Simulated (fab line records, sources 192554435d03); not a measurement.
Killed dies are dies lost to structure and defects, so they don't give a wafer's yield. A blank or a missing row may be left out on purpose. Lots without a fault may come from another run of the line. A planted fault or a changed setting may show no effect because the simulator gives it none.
Chamber matching | flow n5_finfet | N5_BEOL_M10_CURE_72 on uv_cure-01: 3 sister chambers
The step cures SiCOH lowk, time 120 s. 6 wafers are shown with their chamber, then 8 later ones without.

WAFERS WITH THEIR CHAMBER
wafer  | chamber | wafer_temp_C_max | lamp_power_pct (%)
L075.4 | 1       | 372.2            | 52.32
L075.6 | 1       | 372.3            | 52.38
L078.4 | 0       | 371.4            | 52.34
L089.4 | 2       | 371.8            | 52.32
L089.5 | 2       | 372.2            | 52.38
L093.3 | 0       | 372.0            | 52.29

WAFERS WITHOUT THEIR CHAMBER
wafer  | wafer_temp_C_max | lamp_power_pct (%)
L093.5 | 371.6            | 52.32
L093.6 | 371.0            | 52.27
L097.1 | 371.9            | 52.33
L097.2 | 371.1            | 52.33
L097.6 | 372.0            | 52.32
L096.1 | 372.6            | 52.38
L096.3 | 372.9            | 52.30
L096.6 | 372.2            | 52.31

WHICH CHAMBER EACH WENT THROUGH
wafer  | from the rows above          | in truth
L093.5 | can't be placed: 0 or 2 or 1 | 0
L093.6 | can't be placed: 0 or 2      | 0
L097.1 | can't be placed: 2 or 0 or 1 | 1
L097.2 | can't be placed: 0 or 2 or 1 | 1
L097.6 | can't be placed: 2 or 0 or 1 | 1
L096.1 | can't be placed: 1 or 2      | 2
L096.3 | can't be placed: 1 or 2 or 0 | 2
L096.6 | can't be placed: 1 or 2 or 0 | 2
Placed correctly: 0 of 8. Can't be placed from these rows: 8 (the true chamber is among the candidates in 8). Placed wrongly: 0.
How it was worked out, from the rows above alone: a wafer's distance from a chamber is the root of the sum, over the readings, of the square of ((its reading less the chamber's mean) divided by the reading's scatter). The wafer belongs to the nearest chamber; if the next one is less than 2 further off, it can't be placed. A chamber's mean is the mean of its shown wafers. The scatter: the root of (the sum of the squares of (reading less its chamber's mean) over the shown wafers, divided by (wafers less chambers)).
